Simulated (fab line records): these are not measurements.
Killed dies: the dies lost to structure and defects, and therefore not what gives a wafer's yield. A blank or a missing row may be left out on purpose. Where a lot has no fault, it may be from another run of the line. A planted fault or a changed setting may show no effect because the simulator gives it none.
Chamber matching + flow n5-finfet + N5_HKMG_FIN_NWFM_ALD_20 on ald-metal-02 has 4 sister chambers
The step deposits TiAlC, target thk 2 nm, pulse time 3 s, purge time 2 s. 16 wafers are shown with their chamber, then 8 later ones without.

## EACH WAFER AND ITS CHAMBER
| wafer  | chamber | heater-power-w (W) | precursor-pulse-height-rel |
|--------|---------|--------------------|----------------------------|
| L075.1 | 3       | 385                | 1.019                      |
| L075.4 | 2       | 563                | 1.005                      |
| L075.6 | 0       | 546                | 1.038                      |
| L077.4 | 1       | 358                | 0.976                      |
| L077.5 | 2       | 552                | 1.000                      |
| L077.6 | 1       | 365                | 1.015                      |
| L079.1 | 3       | 381                | 1.020                      |
| L079.2 | 1       | 359                | 0.968                      |
| L079.3 | 0       | 548                | 0.979                      |
| L083.1 | 2       | 546                | 0.974                      |
| L083.3 | 3       | 371                | 1.001                      |
| L083.4 | 1       | 364                | 1.009                      |
| L088.3 | 2       | 560                | 1.018                      |
| L088.4 | 1       | 362                | 1.016                      |
| L088.5 | 0       | 553                | 1.005                      |
| L090.1 | 3       | 377                | 0.999                      |

SIGNATURES (averages over the wafers above)
| reading                    | chamber 0 | chamber 1 | chamber 2 | chamber 3 | scatter within a chamber |
|----------------------------|-----------|-----------|-----------|-----------|--------------------------|
| heater-power-w             | 549.00    | 361.60    | 555.25    | 378.50    | 5.39                     |
| precursor-pulse-height-rel | 1.00733   | 0.99680   | 0.99925   | 1.00975   | 0.0209                   |
Rule: for each reading, subtract the chamber's mean from the wafer's reading, divide by that reading's scatter and square the result; add these up over the readings and take the root, which gives the wafer's distance from the chamber. If the next closest chamber is less than 2 further off than the closest, the wafer can't be placed; otherwise it belongs to the closest. The scatter is the square root of a quotient: the sum, over the shown wafers, of each reading's squared deviation from its chamber's mean, divided by wafers minus chambers.

## WAFERS WITH NO CHAMBER GIVEN
| wafer  | heater-power-w (W) | precursor-pulse-height-rel |
|--------|--------------------|----------------------------|
| L090.2 | 369                | 1.004                      |
| L090.3 | 573                | 1.031                      |
| L095.1 | 562                | 0.991                      |
| L095.4 | 369                | 0.999                      |
| L095.6 | 547                | 1.017                      |
| L096.1 | 563                | 0.990                      |
| L096.4 | 572                | 0.996                      |
| L096.6 | 572                | 0.992                      |

## THE CHAMBER EACH PASSED THROUGH
| wafer  | from the rows above     | in truth |
|--------|-------------------------|----------|
| L090.2 | can't be placed: 1 or 3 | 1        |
| L090.3 | can't be placed: 2 or 0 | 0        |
| L095.1 | can't be placed: 2 or 0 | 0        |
| L095.4 | can't be placed: 1 or 3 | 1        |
| L095.6 | can't be placed: 0 or 2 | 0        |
| L096.1 | can't be placed: 2 or 0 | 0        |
| L096.4 | can't be placed: 2 or 0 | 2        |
| L096.6 | can't be placed: 2 or 0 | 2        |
Placed correctly: 0 of 8. From these rows, 8 cannot be placed; in 8 the true chamber is one of the candidates. Number placed wrongly: 0.
